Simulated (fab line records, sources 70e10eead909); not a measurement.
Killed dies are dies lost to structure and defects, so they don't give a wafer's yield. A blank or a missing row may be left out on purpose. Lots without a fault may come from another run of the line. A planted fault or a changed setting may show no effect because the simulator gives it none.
Which tool did it? | flow nand_harc | 11 lots, 33 wafers sampled, at 4 steps of a route of 1159

WHAT THE GAUGES READ, wafer by wafer
The record holds no reading of a measuring or inspecting step that can be judged against a usual standard deviation.

WHICH TOOL RAN EACH LOT (tool, then ch and the chambers of the sampled wafers, then the start)
lot  | NHARC_A_STAIRCASE_ETCHBACK_157     | NHARC_A_STAIRCASE_STRIP_475                   | NHARC_A_SGD_CUT_ETCH_58            | NHARC_A_SGD_CUT_CMP_21
L317 | rie_diel-13 ch 1,2,3, day 14 07:01 | rie_diel-13 ch 2,3, day 14 09:07 or earlier   | rie_diel-09 ch 0,2,3, day 14 09:07 | cmp-04 ch 0,1, day 14 14:41
L316 | rie_diel-01 ch 0,1,2, day 14 13:29 | rie_diel-01 ch 0,1,3, day 14 15:32 or earlier | rie_diel-08 ch 0,1,2, day 14 15:32 | cmp-04 ch 0,2,3, day 14 20:26
L318 | rie_diel-13 ch 0,1,3, day 14 14:40 | rie_diel-13 ch 1,2,3, day 14 16:50 or earlier | rie_diel-08 ch 1,2,3, day 14 16:50 | cmp-04 ch 0,1,2, day 14 20:20
L321 | rie_diel-01 ch 0,1, day 15 00:37   | rie_diel-01 ch 0,1, day 15 02:28 or earlier   | rie_diel-09 ch 1,2,3, day 15 02:28 | cmp-04 ch 1,2,3, day 15 08:35
L322 | rie_diel-13 ch 0,1,3, day 15 10:20 | rie_diel-13 ch 1,2,3, day 15 12:17 or earlier | rie_diel-09 ch 1,3, day 15 12:17   | cmp-04 ch 1,2,3, day 15 18:34
L323 | rie_diel-13 ch 1,2,3, day 15 10:56 | rie_diel-13 ch 0,2,3, day 15 12:56 or earlier | rie_diel-08 ch 1,3, day 15 12:56   | cmp-01 ch 0,1,2, day 15 18:37
L326 | rie_diel-13 ch 0,1,2, day 16 07:49 | rie_diel-13 ch 0,1,2, day 16 09:46 or earlier | rie_diel-04 ch 0,1,3, day 16 09:46 | cmp-04 ch 0,2,3, day 16 16:28
L325 | rie_diel-13 ch 1,2,3, day 16 08:21 | rie_diel-13 ch 2,3, day 16 10:09 or earlier   | rie_diel-08 ch 0,1,3, day 16 10:09 | cmp-02 ch 0,2,3, day 16 16:31
L328 | rie_diel-01 ch 1,2, day 16 23:01   | rie_diel-01 ch 0,1, day 17 01:07 or earlier   | rie_diel-09 ch 1,2,3, day 17 01:07 | cmp-01 ch 0,1,2, day 17 06:23
L334 | rie_diel-12 ch 1,2, day 18 18:37   | rie_diel-12 ch 0,3, day 18 20:52 or earlier   | rie_diel-08 ch 0,3, day 18 20:52   | cmp-01 ch 0,1, day 18 23:38
L335 | rie_diel-13 ch 0,3, day 18 21:53   | rie_diel-13 ch 0,3, day 18 22:07              | rie_diel-08 ch 0,1,3, day 18 23:48 | cmp-04 ch 0,3, day 19 05:31
- NHARC_A_STAIRCASE_ETCHBACK_157: etches the open film in CH3F/O2, target depth 90 nm, time 167.14 s.
- NHARC_A_STAIRCASE_STRIP_475: strips in O2, time 20 s.
- NHARC_A_SGD_CUT_ETCH_58: etches the open film in CF4, target depth 39 nm, time 65 s.
- NHARC_A_SGD_CUT_CMP_21: polishes, target thk 148.19 nm.

WHAT THE TOOLS THEMSELVES READ (means of the sampled wafers that have a number; where no wafer has one, the mark that the record gives instead)
NHARC_A_STAIRCASE_ETCHBACK_157. Usual: bias_w 100.03 W, standard deviation 0.28; drypump_motor_current_A 5.8 A, standard deviation 0.51; oes_product_au 0.978 a.u., standard deviation 0.028; rf_vpp_V 244.6 V, standard deviation 2; showerhead_plenum_p_Torr 2.48 Torr, standard deviation 0.14; throttle_valve_pct 20.663 %, standard deviation 0.0079.
lot  | tool        | bias_w (W) | drypump_motor_current_A (A) | oes_product_au (a.u.) | rf_vpp_V (V) | showerhead_plenum_p_Torr (Torr) | throttle_valve_pct (%) | flag
L317 | rie_diel-13 | 99.67      | 6.1                         | 1.003                 | 244.7        | 2.51                            | 20.658                 |
L316 | rie_diel-01 | 99.87      | 5.8                         | 0.996                 | 244.0        | 2.39                            | 20.661                 |
L318 | rie_diel-13 | 100.19     | 5.7                         | 1.010                 | 243.6        | 2.48                            | 20.664                 |
L321 | rie_diel-01 | 100.17     | 6.0                         | 1.003                 | 244.7        | 2.47                            | 20.670                 |
L322 | rie_diel-13 | 99.77      | 5.7                         | 0.942                 | 244.4        | 2.47                            | 20.674                 |
L323 | rie_diel-13 | 100.28     | 6.1                         | 0.932                 | 245.0        | 2.50                            | 20.658                 |
L326 | rie_diel-13 | 100.27     | 5.6                         | 0.942                 | 246.3        | 2.59                            | 20.663                 |
L325 | rie_diel-13 | 99.82      | 6.1                         | 0.929                 | 244.9        | 2.50                            | 20.661                 |
L328 | rie_diel-01 | 99.89      | 6.0                         | 0.920                 | 244.5        | 2.47                            | 20.662                 |
L334 | rie_diel-12 | 100.06     | 5.7                         | 0.992                 | 242.6        | 2.34                            | 20.661                 |
L335 | rie_diel-13 | 100.26     | 5.7                         | 0.994                 | 242.7        | 2.38                            | 20.661                 |

NHARC_A_STAIRCASE_STRIP_475. Usual: drypump_motor_current_A 5.8 A, standard deviation 0.46; oes_product_au 1.002 a.u., standard deviation 0.0077; rf_vpp_V 57.8 V, standard deviation 0.94; showerhead_plenum_p_Torr 3.56 Torr, standard deviation 0.2; throttle_valve_pct 17.036 %, standard deviation 0.0087.
lot  | tool        | drypump_motor_current_A (A) | oes_product_au (a.u.) | rf_vpp_V (V) | showerhead_plenum_p_Torr (Torr) | throttle_valve_pct (%) | flag
L317 | rie_diel-13 | 6.1                         | 1.001                 | 57.9         | 3.64                            | 17.038                 |
L316 | rie_diel-01 | 5.8                         | 1.011                 | 57.4         | 3.58                            | 17.035                 |
L318 | rie_diel-13 | 6.1                         | 1.013                 | 58.4         | 3.58                            | 17.048                 |
L321 | rie_diel-01 | 6.0                         | 0.999                 | 57.6         | 3.54                            | 17.032                 |
L322 | rie_diel-13 | 6.1                         | 1.001                 | 57.8         | 3.58                            | 17.036                 |
L323 | rie_diel-13 | 5.6                         | 1.003                 | 58.4         | 3.60                            | 17.033                 |
L326 | rie_diel-13 | 5.6                         | 1.008                 | 58.3         | 3.71                            | 17.045                 |
L325 | rie_diel-13 | 6.1                         | 1.000                 | 57.3         | 3.46                            | 17.039                 |
L328 | rie_diel-01 | 5.8                         | 1.002                 | 57.1         | 3.42                            | 17.035                 |
L334 | rie_diel-12 | 6.2                         | 1.002                 | 58.4         | 3.60                            | 17.028                 |
L335 | rie_diel-13 | 5.2                         | 1.003                 | 57.3         | 3.55                            | 17.040                 |

NHARC_A_SGD_CUT_ETCH_58. Usual: bias_w 100.0 W, standard deviation 0.32; cf4_flow_sccm 150.0 sccm, standard deviation 0.43; drypump_motor_current_A 5.7 A, standard deviation 0.35; oes_product_au 1.001 a.u., standard deviation 0.0089; rf_vpp_V 151.2 V, standard deviation 1.1; showerhead_plenum_p_Torr 1.76 Torr, standard deviation 0.055; throttle_valve_pct 13.283 %, standard deviation 0.0089.
lot  | tool        | bias_w (W) | cf4_flow_sccm (sccm) | drypump_motor_current_A (A) | oes_product_au (a.u.) | rf_vpp_V (V) | showerhead_plenum_p_Torr (Torr) | throttle_valve_pct (%) | flag
L317 | rie_diel-09 | 100.0      | 149.7                | 5.7                         | 0.988                 | 151.5        | 1.75                            | 13.279                 |
L316 | rie_diel-08 | 100.3      | 149.8                | 5.8                         | 1.000                 | 150.7        | 1.79                            | 13.288                 |
L318 | rie_diel-08 | 100.1      | 149.8                | 5.7                         | 1.003                 | 151.1        | 1.79                            | 13.280                 |
L321 | rie_diel-09 | 100.0      | 149.7                | 5.9                         | 0.991                 | 151.5        | 1.79                            | 13.275                 |
L322 | rie_diel-09 | 100.1      | 149.9                | 6.0                         | 0.996                 | 151.0        | 1.78                            | 13.284                 |
L323 | rie_diel-08 | 99.6       | 149.5                | 5.5                         | 1.006                 | 152.1        | 1.83                            | 13.289                 |
L326 | rie_diel-04 | 100.0      | 150.3                | 5.8                         | 1.004                 | 151.3        | 1.77                            | 13.289                 |
L325 | rie_diel-08 | 100.1      | 150.0                | 5.5                         | 1.009                 | 151.1        | 1.78                            | 13.278                 |
L328 | rie_diel-09 | 99.7       | 149.5                | 5.9                         | 0.996                 | 151.9        | 1.79                            | 13.280                 |
L334 | rie_diel-08 | 100.1      | 150.1                | 5.4                         | 0.913                 | 150.7        | 1.73                            | 13.289                 | OFF
L335 | rie_diel-08 | 100.0      | 150.3                | 5.5                         | 0.963                 | 152.1        | 1.78                            | 13.285                 | OFF

NHARC_A_SGD_CUT_CMP_21. Usual: motor_current_A 12.6 A, standard deviation 1.6; slurry_filter_dp_kPa 13.50 kPa, standard deviation 0.14; time_to_endpoint_s 49.7 s, standard deviation 2.6.
lot  | tool   | motor_current_A (A) | slurry_filter_dp_kPa (kPa) | time_to_endpoint_s (s) | flag
L317 | cmp-04 | 11.2                | 13.60                      | 49.3                   |
L316 | cmp-04 | 13.3                | 13.44                      | 48.0                   |
L318 | cmp-04 | 12.4                | 13.51                      | 46.8                   |
L321 | cmp-04 | 13.7                | 13.57                      | 48.3                   |
L322 | cmp-04 | 14.0                | 13.57                      | 50.7                   |
L323 | cmp-01 | 11.7                | 13.58                      | 49.1                   |
L326 | cmp-04 | 13.6                | 13.47                      | 51.5                   |
L325 | cmp-02 | 12.7                | 13.43                      | 50.9                   |
L328 | cmp-01 | 11.5                | 13.43                      | 46.2                   |
L334 | cmp-01 | 11.8                | 13.42                      | 48.4                   |
L335 | cmp-04 | 13.6                | 13.51                      | 53.1                   |

THE ANSWER, worked out from the rows above alone
Rule: a lot is off if the mean of its wafers that have a number lies more than 3 standard deviations from the usual mean. A lot without any number at a reading at which 4 lots or more have one is off too. The other lots that the step has rows for count as sound. The gauges are gone through in route order, then the tools' own readings, and for those a lot's mean is taken as printed above. The first step at which some lot is off is used, and at that step the reading that is off furthest; a lot without a number counts as furthest.
Off: L334, L335, at NHARC_A_SGD_CUT_ETCH_58 (oes_product_au).
A tool fits if, at that step or a process step before it, it ran every lot that is off, and no sound lot after the first of them. NHARC_A_STAIRCASE_STRIP_475 gives no start for some lots, so the hours and the order of its lots are those of NHARC_A_SGD_CUT_ETCH_58. One fits: rie_diel-08 at NHARC_A_SGD_CUT_ETCH_58. Its last sound lot is L325 (day 16 10:09), its first lot that is off L334 (day 18 20:52): a fault that began between those two fits.
The tool's own readings at NHARC_A_SGD_CUT_ETCH_58 bear it out: on the lots that are off they differ by more than 5 times the standard deviation of the sound lots' means. oes_product_au reads 0.938 a.u. there against 0.999 a.u. on the sound lots.

WHAT THE SIMULATOR HAD PUT IN
Process parameter drift: rie_diel-08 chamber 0, from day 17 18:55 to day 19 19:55, at NHARC_A_SGD_CUT_ETCH_58. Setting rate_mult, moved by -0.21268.
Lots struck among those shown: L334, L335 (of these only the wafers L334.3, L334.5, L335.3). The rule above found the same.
